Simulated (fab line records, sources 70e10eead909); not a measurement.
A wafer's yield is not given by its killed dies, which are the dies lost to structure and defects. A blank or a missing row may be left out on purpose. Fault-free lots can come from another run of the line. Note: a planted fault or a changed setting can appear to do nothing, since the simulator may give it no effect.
Matching of chambers / flow nand_harc / 4 sister chambers for NHARC_A_STAIRCASE_DESCUM_219 on rie_diel-11
The step chemistry O2, time 3 s. 14 wafers are shown with their chamber, then 7 later ones without.

EACH WAFER AND ITS CHAMBER
wafer=L077.1; chamber=3; showerhead_plenum_p_Torr (Torr)=1.90; oes_product_au (a.u.)=0.988; throttle_valve_pct (%)=11.314
wafer=L077.3; chamber=1; showerhead_plenum_p_Torr (Torr)=1.82; oes_product_au (a.u.)=1.001; throttle_valve_pct (%)=11.324
wafer=L077.5; chamber=1; showerhead_plenum_p_Torr (Torr)=1.82; oes_product_au (a.u.)=1.006; throttle_valve_pct (%)=11.323
wafer=L082.1; chamber=1; showerhead_plenum_p_Torr (Torr)=1.81; oes_product_au (a.u.)=1.005; throttle_valve_pct (%)=11.314
wafer=L082.2; chamber=0; showerhead_plenum_p_Torr (Torr)=1.91; oes_product_au (a.u.)=1.012; throttle_valve_pct (%)=11.321
wafer=L082.4; chamber=3; showerhead_plenum_p_Torr (Torr)=1.89; oes_product_au (a.u.)=0.996; throttle_valve_pct (%)=11.314
wafer=L084.1; chamber=1; showerhead_plenum_p_Torr (Torr)=1.81; oes_product_au (a.u.)=1.007; throttle_valve_pct (%)=11.317
wafer=L084.2; chamber=3; showerhead_plenum_p_Torr (Torr)=1.89; oes_product_au (a.u.)=1.000; throttle_valve_pct (%)=11.305
wafer=L084.3; chamber=2; showerhead_plenum_p_Torr (Torr)=1.97; oes_product_au (a.u.)=1.007; throttle_valve_pct (%)=11.325
wafer=L084.4; chamber=0; showerhead_plenum_p_Torr (Torr)=1.91; oes_product_au (a.u.)=1.007; throttle_valve_pct (%)=11.316
wafer=L084.5; chamber=3; showerhead_plenum_p_Torr (Torr)=1.89; oes_product_au (a.u.)=0.998; throttle_valve_pct (%)=11.310
wafer=L084.6; chamber=0; showerhead_plenum_p_Torr (Torr)=1.91; oes_product_au (a.u.)=1.019; throttle_valve_pct (%)=11.313
wafer=L083.1; chamber=1; showerhead_plenum_p_Torr (Torr)=1.81; oes_product_au (a.u.)=1.010; throttle_valve_pct (%)=11.314
wafer=L083.2; chamber=0; showerhead_plenum_p_Torr (Torr)=1.91; oes_product_au (a.u.)=1.023; throttle_valve_pct (%)=11.323

SIGNATURES (means of the wafers above)
reading=showerhead_plenum_p_Torr; chamber 0=1.9100; chamber 1=1.8140; chamber 2=1.9700; chamber 3=1.8925; scatter within a chamber=0.00442
reading=oes_product_au; chamber 0=1.01525; chamber 1=1.00580; chamber 2=1.00700; chamber 3=0.99550; scatter within a chamber=0.00528
reading=throttle_valve_pct; chamber 0=11.31825; chamber 1=11.31840; chamber 2=11.32500; chamber 3=11.31075; scatter within a chamber=0.00459
Rule: for a wafer and a chamber, the distance is found by dividing, reading by reading, the gap between the wafer's reading and the chamber's mean by the reading's scatter, squaring, summing and taking the root. If the next closest chamber is less than 2 further off than the closest, the wafer can't be placed; otherwise it belongs to the closest. How the scatter is found: for the shown wafers, subtract from each reading the mean of its chamber, square and add these, divide the total by (wafers less chambers), then take the root.

WAFERS WITHOUT THEIR CHAMBER
wafer=L083.3; showerhead_plenum_p_Torr (Torr)=1.89; oes_product_au (a.u.)=1.012; throttle_valve_pct (%)=11.309
wafer=L085.1; showerhead_plenum_p_Torr (Torr)=1.97; oes_product_au (a.u.)=1.022; throttle_valve_pct (%)=11.308
wafer=L085.2; showerhead_plenum_p_Torr (Torr)=1.91; oes_product_au (a.u.)=1.022; throttle_valve_pct (%)=11.318
wafer=L085.5; showerhead_plenum_p_Torr (Torr)=1.97; oes_product_au (a.u.)=1.016; throttle_valve_pct (%)=11.289
wafer=L090.1; showerhead_plenum_p_Torr (Torr)=1.97; oes_product_au (a.u.)=0.994; throttle_valve_pct (%)=11.309
wafer=L090.5; showerhead_plenum_p_Torr (Torr)=1.89; oes_product_au (a.u.)=0.999; throttle_valve_pct (%)=11.307
wafer=L090.6; showerhead_plenum_p_Torr (Torr)=1.90; oes_product_au (a.u.)=1.014; throttle_valve_pct (%)=11.314

WHICH CHAMBER EACH ONE RAN IN
wafer=L083.3; from the rows above=can't be placed: 3 or 0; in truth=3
wafer=L085.1; from the rows above=2; in truth=2
wafer=L085.2; from the rows above=0; in truth=0
wafer=L085.5; from the rows above=2; in truth=2
wafer=L090.1; from the rows above=2; in truth=2
wafer=L090.5; from the rows above=3; in truth=3
wafer=L090.6; from the rows above=can't be placed: 0 or 3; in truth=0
Correctly placed: 5 of 7. Can't be placed from these rows: 2 (the true chamber is among the candidates in 2). Placed wrongly: 0.
